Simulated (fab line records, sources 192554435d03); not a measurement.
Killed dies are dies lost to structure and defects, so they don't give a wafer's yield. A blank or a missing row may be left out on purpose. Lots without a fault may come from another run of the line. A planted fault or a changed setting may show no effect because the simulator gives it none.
A struck lot beside a sound one | flow n5_finfet | 13 steps out of a route of 1938
Sound: wafers L551.2, L551.3, L551.6. Struck: wafer L559.2. (L559.3, L559.5 of the same lot were not struck and are left out.) The cause comes at the end.
At each step with rows: each side's tool, then ch and its chambers, then its first start. Under that, the readings that differ: sound wafers | struck wafers | difference of the means | sigmas: that difference in standard deviations of wafers without a fault.
alike: readings whose means differ by less than 2 such deviations, and words and numbers that are the same on both sides. not compared: withheld readings, readings that some wafer has no value for, bounds like >300 that may hide the same value, and numbers for which the record gives no deviation and whose values overlap.
The two part at a step that has a row with sigmas, a row that says differs or no value, or rows on one side only. Numbers that don't overlap but have no deviation are shown without sigmas and don't part them. A reading that every wafer of one side lacks parts them only if that side has two wafers or more.

first, 2 steps without rows for these wafers: N5_BEOL_M15_STRIP_36 (strips in O2); N5_BEOL_M15_STRIP_62 (strips in O2).
N5_BEOL_M15_STRIP_37: strips in O2.
  sound on rie_diel-06 ch 0,3; struck on rie_diel-06 ch 1
  reading               | sound          | struck | difference | sigmas
  oes_product_au (a.u.) | 0.97 0.75 0.96 | 0.75   | -0.14      | -2
  rf_vpp_V (V)          | 4.0 4.2 5.1    | 2.1    | -2.3       | -3
  alike: drypump_motor_current_A, showerhead_plenum_p_Torr, temp_c, throttle_valve_pct
  not compared: rf_hours_counter_h
then, 5 steps without rows for these wafers: N5_BEOL_M15_ETCH_38 (etches SiCN in CF4/N2, target depth 106.4 nm, time 120.5 s); N5_BEOL_M15_PRECLEAN_39 (cleans in residue remover, time 60 s); N5_BEOL_M15_SRD_40 (time 30 s, dry time 30 s); N5_BEOL_M15_DEGAS_41 (time 60 s); N5_BEOL_M15_PRE_CLEAN_42 (time 30 s).
N5_BEOL_M15_SPUTTER_43: material TaN, target thk 15 nm, time 24.19 s.
  sound on pvd_sputter-02, day 13 20:36; struck on pvd_sputter-01, day 15 05:21
  reading                | sound          | struck | difference | sigmas
  throttle_valve_pct (%) | 30.0 31.1 30.1 | 31.7   | +1.3       | +2
  alike: bias_v, cathode_dc_power_W
N5_BEOL_M15_SPUTTER_44: material Ta, target thk 15 nm, time 24.19 s.
  sound on pvd_sputter-02, day 13 20:41; struck on pvd_sputter-01, day 15 05:26
  reading                | sound          | struck | difference | sigmas
  throttle_valve_pct (%) | 30.2 31.0 29.9 | 31.7   | +1.3       | +2
  alike: bias_v, cathode_dc_power_W
N5_BEOL_M15_SPUTTER_45: material Cu, target thk 100 nm, time 16.67 s.
  sound on pvd_sputter-02, day 13 20:46; struck on pvd_sputter-01, day 15 05:31
  reading                | sound          | struck | difference | sigmas
  throttle_valve_pct (%) | 30.0 31.1 29.9 | 31.9   | +1.6       | +2
  alike: bias_v, cathode_dc_power_W, chuck_sensor_temp_C
N5_BEOL_M15_ECD_47: material Cu, target thk 1860 nm.
  sound on ecd_cu-02 ch 0,1, day 13 20:53; struck on ecd_cu-02 ch 1, day 15 05:37
  reading                                 | sound          | struck | difference | sigmas
  model.Cu_of_BEOL_M15_ECD_47.thk_nm (nm) | 1862 1862 1835 | 3281   | +1428      |
N5_BEOL_M15_ANNEAL_48: time 90 s.
  sound on rtp_anneal-01 ch 0, day 13 21:10; struck on rtp_anneal-02 ch 0, day 15 06:03
  alike: wafer_temp_C_max

WHERE THEY PART
First at N5_BEOL_M15_STRIP_37; last, within this record, at N5_BEOL_M15_SPUTTER_45. Later steps at which nothing parts them and some readings are alike: N5_BEOL_M15_ANNEAL_48.

WHY: what the simulator had put in
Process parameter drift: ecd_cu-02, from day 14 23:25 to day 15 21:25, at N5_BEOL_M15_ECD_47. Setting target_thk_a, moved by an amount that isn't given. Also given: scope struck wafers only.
